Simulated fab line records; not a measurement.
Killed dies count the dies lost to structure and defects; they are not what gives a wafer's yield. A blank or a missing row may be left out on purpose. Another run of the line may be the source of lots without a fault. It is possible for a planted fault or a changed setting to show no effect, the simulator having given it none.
fab line records    flow nandHarc
record lots=24  wafers=72  lastDay=33
route steps=1302 shown A_SGD_CUT@910 A_SLIT@946 A_WL_FILL@954 A_CONTACT@1009
lots with no fault: from the same line, run without faults
startH: hours from the record's opening day to when the first of the lot's shown wafers began    waitH: hours since the lot's step before    " unchanged from the row above    L1.1+2: a single row standing in for several wafers    - no value present, or no start provided    * or withheld: withheld    < > ~ a bound
route shown NAME@n: names a module that has steps shown in the file, with the first one's number in the route    usual: mean and standard deviation over wafers with no fault    same: alike in all rows    chamber/n: place in a boat    sites: readings site by site    _std_site: their standard deviation    _edge_site: outer sites' mean less inner sites'    radiusMm: for every site, how far away it sits from the centre of the wafer    mask NAME#n: copy n    behind: tool/chamber where the wafer was last shaped    hold: the reason the lot was held/the length of the hold in hours/how it ended    device: transistor that didn't switch, given as n, p or np    end of line: at the end of the route, the tests of the same wafers    for a step that has no rows: nothing shown but its recipe    killed: at the first sort, the dies lost to defects and structure; wafer yield is something else    map: dies across one wafer; x = killed, . = not, _ = none there
set.NAME: the setting the step ran with; set.NAME@STEP: the setting that earlier step ran with    model.NAME: the simulator's own value behind a step, which no gauge read
a sample of lots followed through the steps of the route, with each step as a table and each wafer as a row
services: when a tool's chamber went out of use (startH, in hours from the record's first day, below 0 if earlier), for how many hours, and the reason
## steps
# step NHARC_A_SGD_CUT_STRIP_17
# recipe o2FlowSccm=500  arFlowSccm=0  biasW=0  chemistry=O2
# usual chamberPressureMTorr=60.00/0.05  drypumpMotorCurrentA=5.7/0.57  oesProductAu=0.997/0.0083  rfVppV=58.0/0.96  showerheadPlenumPTorr=3.57/0.14  throttleValvePct=17.036/0.0085
lot.wafer  tool        chamber  startH  waitH  chamberPressureMTorr  drypumpMotorCurrentA  oesProductAu  rfHoursCounterH  rfVppV  showerheadPlenumPTorr  throttleValvePct
L074.1     rieDiel-07  3        -       -      60.03                 6.3                   1.001         8                59.2    3.64                   17.049
L074.5     "           2        "       "      59.99                 5.5                   0.993         -                58.7    3.62                   17.031
L074.6     "           0        "       "      60.08                 4.6                   1.011         -                57.1    3.78                   17.019
L077.2     rieDiel-11  0        -       -      60.01                 6.1                   1.000         2                57.8    3.28                   17.049
L077.1     "           1        "       "      60.08                 5.6                   1.000         2                59.7    3.65                   17.019
L077.6     "           0        "       "      60.01                 6.2                   0.990         -                57.8    3.28                   17.027
L075.1     rieDiel-07  0        -       -      59.93                 4.6                   1.004         9                59.9    3.78                   17.060
L075.3     "           1        "       "      60.03                 6.4                   0.999         8                56.8    3.36                   17.039
L075.4     "           2        "       "      59.98                 5.5                   1.003         -                59.4    3.62                   17.031
L078.2     rieDiel-07  0        -       -      59.98                 4.6                   1.007         9                59.7    3.77                   17.043
L078.4     "           2        "       "      59.93                 5.5                   1.003         -                56.1    3.62                   17.035
L078.5     "           0        "       "      60.04                 4.6                   1.005         -                57.9    3.78                   17.027
L076.3     rieDiel-01  3        -       -      60.03                 5.3                   1.007         6                58.9    3.65                   17.028
L076.1     "           2        "       "      60.02                 5.9                   0.995         6                58.0    3.51                   17.029
L076.5     "           0        "       "      60.00                 5.5                   1.008         -                57.3    3.50                   17.025
L080.1     rieDiel-07  2        -       -      60.07                 5.5                   0.995         2                59.1    3.62                   17.027
L080.4     "           0        "       "      59.96                 4.6                   1.002         2                59.9    3.77                   17.021
L080.5     "           2        "       "      59.99                 5.5                   0.992         -                58.0    3.62                   17.040
L079.3     rieDiel-11  3        -       -      60.02                 5.4                   0.978         5                57.1    3.59                   17.053
L079.6     "           1        "       "      59.95                 5.7                   0.985         -                58.6    3.65                   17.030
L079.5     "           2        "       "      59.94                 6.1                   1.008         -                58.8    3.72                   17.032
L081.4     rieDiel-11  0        -       -      60.03                 6.1                   1.004         6                56.4    3.28                   17.031
L081.3     "           1        "       "      59.95                 5.6                   0.989         5                58.1    3.65                   17.047
L081.5     "           3        "       "      59.98                 5.5                   0.998         -                57.8    3.59                   17.036
L082.1     rieDiel-07  2        -       -      59.96                 5.5                   0.985         2                59.7    3.62                   17.039
L082.3     "           1        "       "      59.96                 6.4                   0.992         2                58.0    3.36                   17.046
L082.6     "           3        "       "      59.98                 6.4                   0.989         -                57.9    3.64                   17.034
L085.3     rieDiel-01  0        -       -      60.03                 5.5                   1.016         12               57.6    3.50                   17.037
L085.5     "           3        "       "      59.97                 5.4                   1.004         -                58.9    3.65                   17.045
L085.6     "           0        "       "      59.97                 5.6                   1.016         -                57.6    3.50                   17.033
L083.4     rieDiel-07  0        -       -      60.06                 4.6                   1.006         4                59.2    3.77                   17.034
L083.1     "           1        "       "      60.02                 6.3                   1.010         4                56.9    3.36                   17.030
L083.5     "           2        "       "      60.01                 5.5                   0.997         -                58.7    3.62                   17.022
L086.4     rieDiel-01  3        -       -      60.03                 5.4                   0.984         11               57.3    3.65                   17.051
L086.2     "           0        "       "      59.97                 5.5                   1.014         13               56.6    3.49                   17.041
L086.5     "           3        "       "      59.97                 5.4                   0.996         -                58.3    3.65                   17.031
L084.4     rieDiel-07  1        -       -      60.02                 6.4                   0.990         5                56.1    3.36                   17.037
L084.3     "           2        "       "      60.07                 5.5                   0.988         4                58.1    3.62                   17.040
L084.6     "           0        "       "      60.05                 4.6                   0.994         -                58.1    3.77                   17.037
L087.2     rieDiel-11  3        -       -      59.96                 5.4                   0.984         11               57.5    3.59                   17.053
L087.5     "           3        "       "      60.03                 5.4                   0.985         -                58.1    3.59                   17.042
L087.6     "           0        "       "      59.96                 6.1                   0.993         -                55.1    3.28                   17.025
L091.2     rieDiel-07  0        -       -      59.98                 4.6                   1.002         6                57.9    3.77                   17.032
L091.3     "           2        "       "      60.03                 5.5                   1.000         6                57.9    3.62                   17.031
L091.5     "           1        "       "      59.99                 6.3                   0.998         -                57.0    3.36                   17.035
L088.4     rieDiel-11  3        -       -      59.91                 5.4                   0.991         12               58.5    3.58                   17.029
L088.5     "           2        "       "      60.11                 6.1                   1.007         -                58.8    3.72                   17.040
L088.6     "           3        "       "      60.09                 5.4                   0.990         -                59.9    3.58                   17.026
L090.4     rieDiel-01  1        -       -      59.91                 6.5                   1.001         2                57.3    3.56                   17.046
L090.2     "           3        "       "      60.06                 5.4                   0.993         2                57.7    3.65                   17.045
L090.5     "           1        "       "      59.89                 6.5                   0.994         -                57.6    3.56                   17.030
L089.4     rieDiel-07  3        -       -      59.95                 6.4                   0.994         6                57.7    3.64                   17.030
L089.5     "           3        "       "      59.98                 6.4                   0.995         -                57.6    3.64                   17.039
L089.6     "           0        "       "      60.03                 4.6                   0.989         -                59.0    3.77                   17.049
L092.3     rieDiel-07  1        -       -      60.01                 6.3                   0.999         7                57.1    3.36                   17.030
L092.6     "           3        "       "      60.01                 6.4                   0.992         -                59.3    3.64                   17.052
L092.5     "           0        "       "      59.99                 4.6                   1.008         -                58.0    3.77                   17.038
L093.1     rieDiel-01  0        -       -      60.02                 5.5                   0.996         5                57.9    3.49                   17.039
L093.6     "           1        "       "      60.03                 6.5                   0.996         -                56.7    3.56                   17.040
L093.5     "           2        "       "      60.00                 5.9                   1.003         -                57.9    3.51                   17.035
L096.3     rieDiel-01  3        -       -      59.99                 5.4                   0.995         6                57.6    3.64                   17.042
L096.2     "           1        "       "      60.02                 6.5                   0.999         5                58.8    3.56                   17.040
L096.5     "           3        "       "      60.01                 5.4                   0.997         -                58.5    3.64                   17.044
L094.4     rieDiel-11  1        -       -      59.93                 5.6                   0.988         4                58.7    3.64                   17.025
L094.2     "           3        "       "      60.02                 5.5                   0.997         3                55.8    3.58                   17.039
L094.6     "           1        "       "      60.06                 5.6                   0.980         -                59.0    3.64                   17.035
L095.3     rieDiel-01  1        -       -      59.93                 6.5                   1.006         6                58.2    3.56                   17.032
L095.5     "           1        "       "      59.99                 6.5                   1.002         -                57.8    3.56                   17.036
L095.6     "           2        "       "      59.97                 6.0                   1.000         -                56.2    3.51                   17.029
L097.2     rieDiel-11  0        -       -      59.93                 6.1                   0.981         5                58.6    3.27                   17.036
L097.3     "           1        "       "      59.98                 5.6                   0.985         5                57.0    3.64                   17.029
L097.5     "           0        "       "      59.97                 6.1                   0.987         -                58.2    3.27                   17.040
# step NHARC_A_SLIT_CD_MEAS_21
# usual cdNm=289.6/0.78
lot.wafer  tool      chamber  startH  waitH  cdNm
L074.1     cdSem-03  -        455.54  0.1    289.6
L074.5     "         -        "       "      289.6
L074.6     "         -        "       "      290.1
L075.1     cdSem-02  -        476.84  0.1    289.6
L075.3     "         -        "       "      288.3
L075.4     "         -        "       "      288.4
L077.1     cdSem-01  -        477.57  -      290.5
L077.2     "         -        "       "      290.7
L077.6     "         -        "       "      290.4
L078.2     cdSem-01  -        489.54  -      289.3
L078.4     "         -        "       "      288.9
L078.5     "         -        "       "      289.0
L076.1     cdSem-02  -        490.93  -      290.1
L076.3     "         -        "       "      290.3
L076.5     "         -        "       "      290.6
L079.3     cdSem-02  -        520.81  -      289.7
L079.5     "         -        "       "      289.7
L079.6     "         -        "       "      289.6
L080.1     cdSem-02  -        521.01  -      290.6
L080.4     "         -        "       "      289.7
L080.5     "         -        "       "      290.4
L082.1     cdSem-02  -        530.05  -      288.3
L082.3     "         -        "       "      289.0
L082.6     "         -        "       "      288.4
L081.3     cdSem-01  -        532.14  -      288.9
L081.4     "         -        "       "      288.6
L081.5     "         -        "       "      288.9
L083.1     cdSem-02  -        567.42  -      291.2
L083.4     "         -        "       "      289.8
L083.5     "         -        "       "      290.9
L085.3     cdSem-03  -        568.14  -      288.9
L085.5     "         -        "       "      289.0
L085.6     "         -        "       "      288.7
L084.3     cdSem-02  -        574.01  -      289.5
L084.4     "         -        "       "      289.4
L084.6     "         -        "       "      289.5
L086.2     cdSem-02  -        574.19  0.1    289.1
L086.4     "         -        "       "      289.1
L086.5     "         -        "       "      289.0
L087.2     cdSem-02  -        593.87  -      289.3
L087.5     "         -        "       "      289.9
L087.6     "         -        "       "      290.2
L091.2     cdSem-02  -        602.84  -      290.1
L091.3     "         -        "       "      289.8
L091.5     "         -        "       "      289.8
L088.4     cdSem-01  -        604.05  -      289.8
L088.5     "         -        "       "      289.6
L088.6     "         -        "       "      288.9
L090.2     cdSem-01  -        606.68  -      289.6
L090.4     "         -        "       "      289.3
L090.5     "         -        "       "      289.9
L089.4     cdSem-03  -        616.84  -      288.3
L089.5     "         -        "       "      288.4
L089.6     "         -        "       "      287.7
L092.3     cdSem-02  -        629.40  -      289.2
L092.5     "         -        "       "      289.0
L092.6     "         -        "       "      289.2
L093.1     cdSem-01  -        650.36  -      290.9
L093.5     "         -        "       "      290.0
L093.6     "         -        "       "      290.5
L096.2     cdSem-03  -        669.07  -      288.9
L096.3     "         -        "       "      288.6
L096.5     "         -        "       "      288.9
L094.2     cdSem-02  -        669.92  -      291.0
L094.4     "         -        "       "      290.0
L094.6     "         -        "       "      290.7
L095.3     cdSem-03  -        672.91  -      288.8
L095.5     "         -        "       "      289.4
L095.6     "         -        "       "      289.0
L097.2     cdSem-02  -        679.09  -      290.3
L097.3     "         -        "       "      289.1
L097.5     "         -        "       "      290.7
# step NHARC_A_WL_FILL_ALD_02
# recipe targetThkA=20  pulseTimeS=3  aldCycles=100  tempC=450  material=TiN
# usual heaterPowerW=1095/120  precursorPulseHeightRel=1.001/0.019
lot.wafer  tool         chamber  startH  waitH  heaterPowerW  precursorPulseHeightRel
L074.1     aldMetal-01  2        462.94  0.2    921           1.025
L074.5     "            2        "       "      913           0.997
L074.6     "            3        "       "      961           1.002
L077.1     aldMetal-04  3        484.13  0.2    1103          0.990
L077.2     "            2        "       "      1157          0.988
L077.6     "            3        "       "      1115          1.009
L075.1     aldMetal-02  1        484.22  0.2    1052          0.977
L075.3     "            3        "       "      1053          1.001
L075.4     "            0        "       "      998           1.016
L076.1     aldMetal-02  0        496.70  0.2    1019          1.012
L076.3     "            3        "       "      1054          0.974
L076.5     "            1        "       "      1069          1.007
L078.2     aldMetal-04  0        496.85  0.2    1312          1.007
L078.4     "            3        "       "      1094          0.974
L078.5     "            1        "       "      1175          0.973
L080.1     aldMetal-04  0        528.75  0.2    1282          1.010
L080.4     "            3        "       "      1119          1.000
L080.5     "            1        "       "      1163          0.993
L079.3     aldMetal-02  1        529.03  0.2    1082          1.013
L079.5     "            2        "       "      1212          1.002
L079.6     "            3        "       "      1041          1.021
L082.3     aldMetal-01  1        537.30  0.2    1065          1.016
L082.1     "            3        "       "      1023          0.999
L082.6     "            0        "       "      879           0.985
L081.3     aldMetal-02  3        541.09  0.2    1028          1.011
L081.4     "            1        "       "      1075          1.006
L081.5     "            2        "       "      1215          0.999
L085.3     aldMetal-04  1        574.61  0.1    1150          0.985
L085.5     "            1        "       "      1169          1.042
L085.6     "            2        "       "      1180          1.004
L083.1     aldMetal-02  3        574.63  0.2    1038          0.971
L083.5     "            0        "       "      1038          1.006
L083.4     "            2        "       "      1192          1.037
L086.2     aldMetal-01  0        583.74  0.2    891           0.986
L086.4     "            1        "       "      1102          0.990
L086.5     "            0        "       "      890           0.993
L084.3     aldMetal-04  1        583.93  0.2    1201          0.990
L084.6     "            0        "       "      1314          1.026
L084.4     "            1        "       "      1137          0.996
L087.2     aldMetal-02  0        601.05  0.2    1034          1.015
L087.5     "            0        "       "      1000          1.014
L087.6     "            1        "       "      1073          0.997
L091.3     aldMetal-04  2        610.47  0.2    1184          0.993
L091.2     "            0        "       "      1295          1.014
L091.5     "            2        "       "      1172          1.019
L088.4     aldMetal-01  2        610.65  0.1    942           1.013
L088.5     "            1        "       "      1077          1.023
L088.6     "            2        "       "      945           0.981
L090.4     aldMetal-04  1        614.45  0.1    1213          0.989
L090.2     "            2        "       "      1189          1.004
L090.5     "            1        "       "      1184          0.981
L089.4     aldMetal-04  2        624.22  0.3    1223          1.022
L089.5     "            0        "       "      1325          0.974
L089.6     "            1        "       "      1173          0.989
L092.3     aldMetal-01  1        637.61  0.2    1098          0.984
L092.5     "            2        "       "      937           0.997
L092.6     "            3        "       "      1011          1.016
L093.1     aldMetal-02  1        657.63  0.3    1082          1.001
L093.5     "            2        "       "      1233          1.016
L093.6     "            3        "       "      951           0.985
L096.3     aldMetal-02  3        676.25  0.1    951           1.002
L096.2     "            1        "       "      1071          0.989
L096.5     "            3        "       "      927           1.028
L094.2     aldMetal-01  2        676.30  0.2    918           1.013
L094.4     "            3        "       "      1023          0.997
L094.6     "            1        "       "      1086          1.043
L095.3     aldMetal-02  0        680.17  0.2    1053          0.996
L095.6     "            2        "       "      1262          0.987
L095.5     "            3        "       "      942           1.003
L097.2     aldMetal-01  3        686.42  0.2    1036          1.027
L097.3     "            0        "       "      889           0.994
L097.5     "            0        "       "      903           0.990
# step NHARC_A_CONTACT_ETCH_115
# recipe sourceW=withheld  pressureMtorr=20  biasV=3000  timeS=190  targetDepthA=18500  arFlowSccm=withheld  c4f8FlowSccm=withheld  o2FlowSccm=withheld  chemistry=C4F8/O2/Ar
# usual chamberPressureMTorr=20.000/0.02
lot.wafer  tool           chamber  startH  waitH  chamberPressureMTorr  rfHoursCounterH
L074.1     harCapEtch-01  1        496.55  0.1    20.007                126
L074.6     "              0        "       "      20.009                -
L074.5     "              1        "       "      19.995                -
L075.1     harCapEtch-03  0        510.48  0.1    20.000                46
L075.3     "              0        "       "      19.999                -
L075.4     "              1        "       "      19.990                -
L077.1     harCapEtch-02  0        512.59  0.1    20.038                85
L077.2     "              1        "       "      19.869                85
L077.6     "              1        "       "      20.001                -
L078.2     harCapEtch-02  1        522.38  0.1    19.973                87
L078.4     "              0        "       "      19.997                -
L078.5     "              0        "       "      20.011                -
L076.1     harCapEtch-01  0        522.51  0.1    20.006                2
L076.3     "              1        "       "      20.015                -
L076.5     "              1        "       "      20.008                -
L079.3     harCapEtch-02  0        558.07  0.1    19.982                -
L079.6     "              0        "       "      20.016                -
L079.5     "              1        "       "      19.986                -
L080.1     harCapEtch-01  0        558.45  0.1    19.999                7
L080.4     "              1        "       "      19.982                -
L080.5     "              0        "       "      19.986                -
L082.1     harCapEtch-03  1        567.96  0.1    20.012                55
L082.3     "              1        "       "      20.002                -
L082.6     "              0        "       "      20.024                -
L081.4     harCapEtch-02  0        572.26  0.1    19.985                -
L081.3     "              1        "       "      19.989                -
L081.5     "              1        "       "      19.993                -
L085.3     harCapEtch-02  0        604.17  0.1    20.010                -
L085.5     "              1        "       "      19.971                -
L085.6     "              0        "       "      20.030                -
L083.1     harCapEtch-01  1        604.93  0.1    20.006                14
L083.4     "              0        "       "      19.997                -
L083.5     "              0        "       "      19.984                -
L086.2     harCapEtch-02  1        609.49  0.1    20.004                102
L086.4     "              1        "       "      20.019                -
L086.5     "              0        "       "      20.021                -
L084.4     harCapEtch-03  0        609.50  0.1    19.990                -
L084.3     "              1        "       "      20.018                -
L084.6     "              1        "       "      20.029                -
L087.2     harCapEtch-03  0        630.47  0.1    19.966                68
L087.5     "              0        "       "      19.989                -
L087.6     "              1        "       "      19.995                -
L091.2     harCapEtch-01  0        639.75  0.1    20.006                21
L091.3     "              1        "       "      20.016                -
L091.5     "              1        "       "      20.001                -
L088.4     harCapEtch-03  0        640.65  0.1    20.017                -
L088.5     "              0        "       "      20.014                -
L088.6     "              1        "       "      19.971                -
L090.2     harCapEtch-02  1        646.54  0.1    20.019                111
L090.4     "              0        "       "      19.992                -
L090.5     "              1        "       "      20.019                -
L089.4     harCapEtch-02  0        653.39  0.1    20.010                -
L089.6     "              1        "       "      20.012                -
L089.5     "              0        "       "      20.010                -
L092.3     harCapEtch-01  1        663.83  0.1    20.014                -
L092.5     "              1        "       "      19.989                -
L092.6     "              0        "       "      19.984                -
L093.1     harCapEtch-01  0        691.44  0.1    20.021                31
L093.5     "              0        "       "      19.979                -
L093.6     "              1        "       "      19.994                -
L094.2     harCapEtch-03  1        702.40  0.1    19.988                79
L094.4     "              1        "       "      19.982                -
L094.6     "              0        "       "      19.987                -
L096.2     harCapEtch-01  1        704.47  0.1    19.978                33
L096.3     "              1        "       "      19.975                -
L096.5     "              0        "       "      20.017                -
L095.3     harCapEtch-02  1        706.78  0.1    20.012                -
L095.5     "              0        "       "      19.996                -
L095.6     "              1        "       "      19.997                -
L097.2     harCapEtch-03  1        712.24  0.1    20.010                82
L097.3     "              1        "       "      20.006                -
L097.5     "              1        "       "      19.987                -
# step NHARC_A_CONTACT_ETCH_116
# recipe sourceW=withheld  pressureMtorr=20  biasV=3000  timeS=190  targetDepthA=18500  arFlowSccm=withheld  c4f8FlowSccm=withheld  o2FlowSccm=withheld  chemistry=C4F8/O2/Ar
# usual chamberPressureMTorr=19.997/0.016
lot.wafer  tool           chamber  startH  waitH  chamberPressureMTorr  rfHoursCounterH
L074.1     harCapEtch-01  1        496.72  0.1    20.029                126
L074.6     "              0        "       "      19.988                -
L074.5     "              1        "       "      20.013                -
L075.1     harCapEtch-03  0        510.65  0.1    20.001                46
L075.3     "              0        "       "      20.006                -
L075.4     "              1        "       "      19.970                -
L077.1     harCapEtch-02  0        512.76  0.1    19.994                85
L077.2     "              1        "       "      20.007                85
L077.6     "              1        "       "      20.011                -
L078.2     harCapEtch-02  1        522.55  0.1    19.997                87
L078.4     "              0        "       "      19.999                -
L078.5     "              0        "       "      19.999                -
L076.1     harCapEtch-01  0        522.68  0.1    19.980                2
L076.3     "              1        "       "      20.005                -
L076.5     "              1        "       "      19.990                -
L079.3     harCapEtch-02  0        558.24  0.1    19.993                -
L079.6     "              0        "       "      20.008                -
L079.5     "              1        "       "      19.981                -
L080.1     harCapEtch-01  0        558.62  0.1    19.979                8
L080.4     "              1        "       "      19.991                -
L080.5     "              0        "       "      20.026                -
L082.1     harCapEtch-03  1        568.13  0.1    20.032                55
L082.3     "              1        "       "      19.965                -
L082.6     "              0        "       "      20.004                -
L081.4     harCapEtch-02  0        572.43  0.1    19.991                -
L081.3     "              1        "       "      19.977                -
L081.5     "              1        "       "      20.010                -
L085.3     harCapEtch-02  0        604.34  0.1    20.001                -
L085.5     "              1        "       "      19.982                -
L085.6     "              0        "       "      19.967                -
L083.1     harCapEtch-01  1        605.10  0.1    20.015                14
L083.4     "              0        "       "      19.972                -
L083.5     "              0        "       "      20.032                -
L086.2     harCapEtch-02  1        609.66  0.1    20.014                102
L086.4     "              1        "       "      20.013                -
L086.5     "              0        "       "      19.998                -
L084.4     harCapEtch-03  0        609.67  0.1    19.984                -
L084.3     "              1        "       "      20.003                -
L084.6     "              1        "       "      19.998                -
L087.2     harCapEtch-03  0        630.64  0.1    19.988                68
L087.5     "              0        "       "      20.004                -
L087.6     "              1        "       "      19.980                -
L091.2     harCapEtch-01  0        639.92  0.1    20.016                21
L091.3     "              1        "       "      20.005                -
L091.5     "              1        "       "      19.975                -
L088.4     harCapEtch-03  0        640.82  0.1    20.008                -
L088.5     "              0        "       "      19.986                -
L088.6     "              1        "       "      20.019                -
L090.2     harCapEtch-02  1        646.71  0.1    20.001                111
L090.4     "              0        "       "      20.006                -
L090.5     "              1        "       "      20.008                -
L089.4     harCapEtch-02  0        653.56  0.1    19.972                -
L089.6     "              1        "       "      20.035                -
L089.5     "              0        "       "      20.014                -
L092.3     harCapEtch-01  1        664.00  0.1    19.997                -
L092.5     "              1        "       "      19.991                -
L092.6     "              0        "       "      19.961                -
L093.1     harCapEtch-01  0        691.62  0.1    20.018                31
L093.5     "              0        "       "      19.971                -
L093.6     "              1        "       "      19.977                -
L094.2     harCapEtch-03  1        702.57  0.1    19.963                80
L094.4     "              1        "       "      20.015                -
L094.6     "              0        "       "      19.999                -
L096.2     harCapEtch-01  1        704.64  0.1    20.007                34
L096.3     "              1        "       "      19.981                -
L096.5     "              0        "       "      19.987                -
L095.3     harCapEtch-02  1        706.96  0.1    20.001                -
L095.5     "              0        "       "      19.990                -
L095.6     "              1        "       "      20.010                -
L097.2     harCapEtch-03  1        712.41  0.1    20.018                82
L097.3     "              1        "       "      19.975                -
L097.5     "              1        "       "      20.031                -
# step NHARC_A_CONTACT_STRIP_55
# recipe o2FlowSccm=500  arFlowSccm=0  biasW=0  chemistry=O2
# usual chamberPressureMTorr=59.99/0.05  drypumpMotorCurrentA=6.10/0.25  oesProductAu=0.999/0.0077  rfVppV=57.7/0.9  showerheadPlenumPTorr=3.53/0.13  throttleValvePct=17.037/0.0094
lot.wafer  tool        chamber  startH  waitH  chamberPressureMTorr  drypumpMotorCurrentA  oesProductAu  rfHoursCounterH  rfVppV  showerheadPlenumPTorr  throttleValvePct
L074.1     rieDiel-13  0        -       -      60.04                 5.99                  1.007         35               58.1    3.53                   17.055
L074.6     "           2        "       "      60.02                 5.98                  1.005         -                57.5    3.53                   17.036
L074.5     "           3        "       "      59.91                 6.65                  1.003         -                57.6    3.37                   17.042
L075.1     rieDiel-12  2        -       -      59.96                 6.34                  0.993         21               57.2    3.47                   17.029
L075.3     "           3        "       "      59.93                 5.91                  0.992         18               59.3    3.76                   17.036
L075.4     "           0        "       "      59.96                 6.22                  0.997         18               59.0    3.40                   17.030
L077.2     rieDiel-10  0        -       -      59.96                 6.16                  1.006         12               57.8    3.61                   17.029
L077.1     "           1        "       "      59.87                 5.65                  1.002         12               57.9    3.47                   17.024
L077.6     "           1        "       "      59.98                 5.65                  0.997         -                58.9    3.46                   17.033
L078.4     rieDiel-12  0        -       -      60.05                 6.21                  1.005         23               56.2    3.40                   17.051
L078.2     "           1        "       "      60.05                 6.23                  0.994         27               58.9    3.79                   17.035
L078.5     "           3        "       "      60.02                 5.90                  1.002         -                57.5    3.76                   17.039
L076.3     rieDiel-10  3        -       -      60.01                 5.82                  1.007         16               55.4    3.44                   17.031
L076.1     "           1        "       "      60.07                 5.69                  0.999         15               57.1    3.46                   17.039
L076.5     "           2        "       "      59.99                 6.22                  1.002         -                58.0    3.49                   17.027
L079.3     rieDiel-13  2        -       -      59.94                 5.95                  1.008         11               58.2    3.52                   17.034
L079.6     "           2        "       "      59.94                 5.96                  1.007         -                57.1    3.52                   17.026
L079.5     "           3        "       "      59.96                 6.63                  0.996         -                57.2    3.36                   17.035
L080.1     rieDiel-10  2        -       -      60.01                 6.26                  1.004         22               58.7    3.48                   17.044
L080.4     "           3        "       "      60.05                 5.81                  1.006         20               58.7    3.44                   17.038
L080.5     "           3        "       "      60.09                 5.83                  1.003         -                56.7    3.44                   17.050
L082.1     rieDiel-13  1        -       -      59.96                 6.44                  0.998         9                57.1    3.80                   17.032
L082.3     "           2        "       "      60.02                 5.97                  1.000         13               58.0    3.52                   17.029
L082.6     "           0        "       "      59.98                 6.00                  0.998         -                58.5    3.52                   17.033
L081.4     rieDiel-12  1        -       -      60.01                 6.30                  0.993         46               58.5    3.78                   17.036
L081.3     "           2        "       "      60.06                 6.32                  0.996         49               56.9    3.45                   17.035
L081.5     "           0        "       "      59.97                 6.20                  1.009         -                57.5    3.39                   17.046
L085.3     rieDiel-10  0        -       -      60.02                 6.19                  0.998         0                58.9    3.60                   17.046
L085.6     "           1        "       "      59.91                 5.66                  0.991         -                56.9    3.46                   17.033
L085.5     "           2        "       "      59.95                 6.27                  1.002         -                56.7    3.48                   17.046
L083.1     rieDiel-12  3        -       -      59.98                 5.88                  1.011         57               57.5    3.74                   17.047
L083.4     "           1        "       "      60.00                 6.29                  1.001         58               58.3    3.77                   17.035
L083.5     "           3        "       "      60.00                 5.88                  1.004         -                57.6    3.74                   17.049
L084.4     rieDiel-12  0        -       -      60.03                 6.21                  1.006         52               57.0    3.38                   17.025
L084.3     "           2        "       "      59.95                 6.33                  1.015         61               58.3    3.45                   17.030
L084.6     "           3        "       "      59.93                 5.87                  1.008         -                57.8    3.74                   17.047
L086.2     rieDiel-10  0        -       -      59.96                 6.15                  0.997         1                58.4    3.60                   17.039
L086.4     "           1        "       "      60.03                 5.68                  0.986         1                56.9    3.46                   17.045
L086.5     "           2        "       "      59.93                 6.27                  0.989         -                58.9    3.48                   17.029
L087.2     rieDiel-12  0        -       -      60.03                 6.20                  0.997         0                57.6    3.38                   17.030
L087.6     "           2        "       "      60.00                 6.30                  1.003         -                58.3    3.44                   17.032
L087.5     "           3        "       "      59.93                 5.88                  0.979         -                58.4    3.73                   17.028
L091.2     rieDiel-10  2        642.98  0.2    59.91                 6.26                  0.997         9                58.0    3.47                   17.017
L091.3     "           0        "       "      60.01                 6.17                  0.998         -                57.5    3.59                   17.051
L091.5     "           0        "       "      59.96                 6.17                  1.001         -                59.0    3.59                   17.038
L088.6     rieDiel-10  0        -       -      60.02                 6.16                  1.007         -                57.4    3.59                   17.031
L088.4     "           1        "       "      59.97                 5.71                  0.991         -                57.1    3.45                   17.048
L088.5     "           2        "       "      59.96                 6.23                  0.998         -                57.6    3.47                   17.049
L090.2     rieDiel-10  2        -       -      60.02                 6.30                  0.993         11               57.1    3.47                   17.020
L090.4     "           1        "       "      59.99                 5.68                  1.003         -                57.7    3.45                   17.044
L090.5     "           0        "       "      60.02                 6.19                  0.998         -                57.7    3.59                   17.007
L089.4     rieDiel-13  0        -       -      60.02                 5.98                  0.991         47               56.2    3.51                   17.027
L089.6     "           1        "       "      60.07                 6.47                  0.992         -                57.7    3.79                   17.034
L089.5     "           2        "       "      59.97                 5.99                  1.005         -                58.1    3.50                   17.055
L092.3     rieDiel-12  1        -       -      59.99                 6.23                  1.000         11               59.6    3.77                   17.029
L092.5     "           2        "       "      59.91                 6.35                  0.993         -                57.4    3.44                   17.032
L092.6     "           3        "       "      59.99                 5.86                  0.985         -                58.7    3.73                   17.030
L093.1     rieDiel-12  3        -       -      60.03                 5.84                  0.985         22               56.9    3.72                   17.049
L093.6     "           0        "       "      59.98                 6.20                  1.000         -                56.9    3.37                   17.041
L093.5     "           1        "       "      60.00                 6.27                  0.984         -                59.3    3.76                   17.040
L094.2     rieDiel-12  2        -       -      59.96                 6.35                  1.001         27               57.4    3.43                   17.043
L094.4     "           3        "       "      59.99                 5.89                  0.995         27               57.1    3.72                   17.032
L094.6     "           2        "       "      59.94                 6.32                  0.991         -                55.7    3.43                   17.045
L096.3     rieDiel-10  3        -       -      60.05                 5.79                  1.004         16               58.1    3.43                   17.045
L096.2     "           0        "       "      60.01                 6.19                  1.002         21               58.3    3.59                   17.041
L096.5     "           0        "       "      59.95                 6.17                  1.000         -                58.1    3.59                   17.032
L095.3     rieDiel-10  1        -       -      59.94                 5.67                  1.003         16               57.6    3.45                   17.028
L095.5     "           3        "       "      59.92                 5.80                  1.003         -                56.8    3.43                   17.026
L095.6     "           0        "       "      60.09                 6.16                  1.010         -                57.6    3.59                   17.031
L097.2     rieDiel-10  1        -       -      60.06                 5.70                  0.993         18               58.4    3.45                   17.042
L097.3     "           2        "       "      60.11                 6.27                  1.005         23               57.5    3.47                   17.032
L097.5     "           1        "       "      59.95                 5.70                  0.998         -                57.5    3.45                   17.026
## services
tool           chamber  startH  hours  kind
rieDiel-10     -        419.72  9.0    pm
rieDiel-07     0        422.59  7.8    repair
rieDiel-07     1        430.05  8.4    repair
aldMetal-02    -        432.00  10.0   pm
rieDiel-07     3        443.69  27.6   repair
rieDiel-12     -        446.18  9.0    pm
rieDiel-07     -        471.20  9.0    pm
rieDiel-12     -        488.80  1.9    repair
harCapEtch-01  -        498.41  17.0   pm
rieDiel-12     2        505.50  4.2    repair
aldMetal-02    -        531.05  1.6    repair
aldMetal-02    1        552.04  30.8   repair
harCapEtch-02  -        562.06  1.1    repair
harCapEtch-02  -        585.38  0.2    repair
rieDiel-10     -        596.72  9.0    pm
aldMetal-02    -        610.00  10.0   pm
rieDiel-12     -        623.18  9.0    pm
rieDiel-10     1        624.97  18.9   repair
rieDiel-07     3        627.36  4.3    repair
rieDiel-10     3        634.00  16.1   repair
rieDiel-07     -        648.20  9.0    pm
rieDiel-07     0        658.35  4.0    repair
rieDiel-07     0        693.74  6.0    repair
rieDiel-07     1        699.68  4.0    repair
## key
fault none
